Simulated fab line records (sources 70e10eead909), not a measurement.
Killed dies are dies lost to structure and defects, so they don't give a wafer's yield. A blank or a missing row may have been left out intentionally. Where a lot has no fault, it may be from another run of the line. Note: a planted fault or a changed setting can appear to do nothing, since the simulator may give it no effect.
Which tool is to blame? || flow nand-harc || Sampling: 6 lots, 18 wafers, 3 of 1159 route steps

WHAT THE GAUGES READ, wafer by wafer
NHARC_P_GATE_OVL_MEAS_27.
{"lot": "L981", "measured": "day 4 14:34", "on": "overlay-02", "overlay-x-nm (nm)": "0.2 0.0 -0.1"}
{"lot": "L985", "measured": "day 5 14:28", "on": "overlay-02", "overlay-x-nm (nm)": "-0.9 -0.8 -0.3"}
{"lot": "L987", "measured": "day 6 08:27", "on": "overlay-02", "overlay-x-nm (nm)": "0.9 0.2 0.4"}
{"lot": "L989", "measured": "day 6 19:41", "on": "overlay-01", "overlay-x-nm (nm)": "0.2 0.9 0.2"}
{"lot": "L997", "measured": "day 8 17:26", "on": "overlay-02", "overlay-x-nm (nm)": "-0.2 -0.1 -0.3"}
{"lot": "L103", "measured": "day 10 05:41", "on": "overlay-01", "overlay-x-nm (nm)": "1.5 0.8 0.5"}

WHAT TOOL EACH LOT RAN ON (gives the tool, then ch and the chambers of the sampled wafers, and finally the start)
{"lot": "L981", "NHARC_P_STI_ETCH_15": "rie-si-01 ch 0,1, day 2 16:17", "NHARC_P_GATE_SOFTBAKE_21": "litho-track-04 ch 0, day 4 14:00"}
{"lot": "L985", "NHARC_P_STI_ETCH_15": "rie-si-03 ch 0,1,2, day 3 11:29", "NHARC_P_GATE_SOFTBAKE_21": "litho-track-01 ch 0, day 5 13:00"}
{"lot": "L987", "NHARC_P_STI_ETCH_15": "rie-si-03 ch 0,2,3, day 3 23:31", "NHARC_P_GATE_SOFTBAKE_21": "litho-track-04 ch 0, day 6 08:00"}
{"lot": "L989", "NHARC_P_STI_ETCH_15": "rie-si-03 ch 0,1,2, day 4 13:55", "NHARC_P_GATE_SOFTBAKE_21": "litho-track-01 ch 0, day 6 19:00"}
{"lot": "L997", "NHARC_P_STI_ETCH_15": "rie-si-02 ch 0,1,2, day 6 13:06", "NHARC_P_GATE_SOFTBAKE_21": "litho-track-01 ch 0, day 8 16:00"}
{"lot": "L103", "NHARC_P_STI_ETCH_15": "rie-si-03 ch 0,1,3, day 7 23:34", "NHARC_P_GATE_SOFTBAKE_21": "litho-track-04 ch 0, day 10 05:00"}
- NHARC_P_STI_ETCH_15: etches the open film in HBr/Cl2, target depth 300 nm, time 100.1 s.
- NHARC_P_GATE_SOFTBAKE_21: time 55 s.

THE ANSWER, worked out from the rows above alone
Rule: usual is defined by the lots themselves. The widest of any qualifying gaps counts: lots, ordered by their means at a reading, are off when they make up no more than a third of the lots, leave a main group of 4 or more, and stand apart from it by 3 or more times the standard deviation of that group's means. A main group whose means are all the same, to the digits that the tables above print for the reading, isn't used. A lot without any number at a reading at which 4 lots or more have one is off too. Where the step has rows for the other lots, those lots are counted as sound.
Nothing can be told from this: no lot is off at any reading shown.

WHAT THE SIMULATOR HAD PUT IN
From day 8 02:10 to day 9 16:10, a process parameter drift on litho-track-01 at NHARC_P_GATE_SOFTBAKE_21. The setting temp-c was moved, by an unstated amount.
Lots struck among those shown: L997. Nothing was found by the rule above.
